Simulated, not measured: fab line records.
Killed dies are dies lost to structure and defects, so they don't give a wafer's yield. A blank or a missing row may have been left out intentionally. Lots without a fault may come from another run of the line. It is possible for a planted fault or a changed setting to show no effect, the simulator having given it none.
The tool behind it: which one? ; flow n5-finfet ; 11 lots with 31 wafers sampled at 5 steps, on a route of 1938 steps

== WHAT THE GAUGES SHOWED, per wafer ==
N5_BEOL_M4_RC_MEAS_101.
lot;measured;on;DIBL_N (mV/V)
L322;day 8 08:11;prober-02;37.7 40.3 35.7
L323;day 8 17:34;prober-01;33.6 35.9 35.9
L329;day 9 21:51;prober-02;32.4 36.9
L327;day 10 00:14;prober-02;37.4 38.7
L331;day 10 12:14;prober-02;35.8 37.3 34.9
L330;day 10 15:54;prober-02;37.2 38.9 35.4
L332;day 11 06:15;prober-02;31.4 34.2 33.4
L335;day 11 22:40;prober-01;40.6 32.5 39.4
L336;day 12 02:11;prober-02;36.4 38.8 33.6
L338;day 12 03:43;prober-02;36.9 36.0 33.5
L339;day 12 21:17;prober-02;35.7 34.3 36.9

== EACH LOT AND THE TOOL THAT RAN IT (in order: tool; ch and the chambers of the sampled wafers; start) ==
lot;N5_BEOL_M4_SPUTTER_48;N5_BEOL_M4_ANNEAL_80;N5_BEOL_M4_ANNEAL_82;N5_BEOL_M4_ANNEAL_89
L322;pvd-sputter-02, day 8 05:09;pvd-sputter-02, day 8 05:27;pvd-sputter-02, day 8 05:40;pvd-sputter-02, day 8 06:07
L323;pvd-sputter-02, day 8 14:23;pvd-sputter-02, day 8 14:41;pvd-sputter-02, day 8 14:55;pvd-sputter-02, day 8 15:21
L329;pvd-sputter-02, day 9 18:15;pvd-sputter-02, day 9 18:33;pvd-sputter-02, day 9 18:46;pvd-sputter-02, day 9 19:13
L327;pvd-sputter-01, day 9 21:22;pvd-sputter-01, day 9 21:40;pvd-sputter-01, day 9 21:53;pvd-sputter-01, day 9 22:20
L331;pvd-sputter-03, day 10 09:13;pvd-sputter-03, day 10 09:31;pvd-sputter-03, day 10 09:44;pvd-sputter-03, day 10 10:11
L330;pvd-sputter-01, day 10 12:53;pvd-sputter-01, day 10 13:11;pvd-sputter-01, day 10 13:25;pvd-sputter-01, day 10 13:51
L332;pvd-sputter-02, day 11 02:56;pvd-sputter-02, day 11 03:14;pvd-sputter-02, day 11 03:27;pvd-sputter-02, day 11 03:53
L335;pvd-sputter-03, day 11 18:53;pvd-sputter-03, day 11 19:11;pvd-sputter-03, day 11 19:24;pvd-sputter-03, day 11 19:50
L336;pvd-sputter-02, day 11 23:19;pvd-sputter-02, day 11 23:37;pvd-sputter-02, day 11 23:50;pvd-sputter-02, day 12 00:17
L338;pvd-sputter-01, day 12 00:47;pvd-sputter-01, day 12 01:05;pvd-sputter-01, day 12 01:18;pvd-sputter-01, day 12 01:44
L339;pvd-sputter-03, day 12 17:57;pvd-sputter-03, day 12 18:15;pvd-sputter-03, day 12 18:28;pvd-sputter-03, day 12 18:55
- N5_BEOL_M4_SPUTTER_48: material Cu, target thk 4.5 nm, time 8.29 s.
- N5_BEOL_M4_ANNEAL_80: time 240 s.
- N5_BEOL_M4_ANNEAL_82: time 240 s.
- N5_BEOL_M4_ANNEAL_89: time 240 s.

== THE ANSWER, worked out from the rows above alone ==
Rule: usual is defined by the lots themselves. Put in order of their means at a reading, lots are off if they are a third of the lots or fewer, leave a main group of 4 or more, and stand apart from it by a gap of 3 or more times the standard deviation of the main group's means; of several such gaps the widest counts. If all means in a main group match to the digits the tables above print for the reading, that group is not used. Also off: a lot with no number at a reading for which 4 or more lots have one. Any other lot the step has rows for is counted as sound.
No lot is off on any of the readings shown, so nothing can be concluded from this.

== WHAT THE SIMULATOR HAD INSERTED ==
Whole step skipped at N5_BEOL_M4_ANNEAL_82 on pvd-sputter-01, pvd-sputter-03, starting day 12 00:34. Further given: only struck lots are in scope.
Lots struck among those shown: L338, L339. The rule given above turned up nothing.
